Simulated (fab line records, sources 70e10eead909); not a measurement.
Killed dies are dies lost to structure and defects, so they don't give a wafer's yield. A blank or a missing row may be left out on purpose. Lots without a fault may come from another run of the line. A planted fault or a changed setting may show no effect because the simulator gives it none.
Chamber matching | flow nand_harc | NHARC_P_M1_PRE_CLEAN_32 on pecvd-01: 3 sister chambers
The step time 12 s. 16 wafers are shown with their chamber, then 8 later ones without.

WAFERS WITH THEIR CHAMBER
wafer  | chamber | heater_power_w (W)
L400.1 | 0       | 614
L400.2 | 2       | 677
L400.5 | 2       | 654
L407.2 | 1       | 629
L407.3 | 0       | 553
L407.4 | 1       | 641
L408.2 | 2       | 621
L408.3 | 0       | 669
L408.5 | 1       | 637
L406.1 | 1       | 650
L406.5 | 0       | 619
L406.6 | 2       | 670
L409.2 | 1       | 581
L409.3 | 2       | 583
L409.5 | 2       | 584
L410.1 | 0       | 642

SIGNATURES (means of the wafers above)
reading        | chamber 0 | chamber 1 | chamber 2 | scatter within a chamber
heater_power_w | 619.40    | 627.60    | 631.50    | 38.4
Rule: a wafer's distance from a chamber is the root of the sum, over the readings, of the square of ((its reading less the chamber's mean) divided by the reading's scatter). The wafer belongs to the nearest chamber; if the next one is less than 2 further off, it can't be placed. The scatter: the root of (the sum of the squares of (reading less its chamber's mean) over the shown wafers, divided by (wafers less chambers)).

WAFERS WITHOUT THEIR CHAMBER
wafer  | heater_power_w (W)
L410.4 | 616
L410.6 | 678
L420.3 | 682
L420.4 | 680
L420.5 | 531
L423.1 | 675
L423.5 | 642
L423.6 | 556

WHICH CHAMBER EACH WENT THROUGH
wafer  | from the rows above          | in truth
L410.4 | can't be placed: 0 or 1 or 2 | 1
L410.6 | can't be placed: 2 or 1 or 0 | 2
L420.3 | can't be placed: 2 or 1 or 0 | 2
L420.4 | can't be placed: 2 or 1 or 0 | 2
L420.5 | can't be placed: 0 or 1 or 2 | 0
L423.1 | can't be placed: 2 or 1 or 0 | 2
L423.5 | can't be placed: 2 or 1 or 0 | 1
L423.6 | can't be placed: 0 or 1 or 2 | 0
Placed correctly: 0 of 8. Can't be placed from these rows: 8 (the true chamber is among the candidates in 8). Placed wrongly: 0.
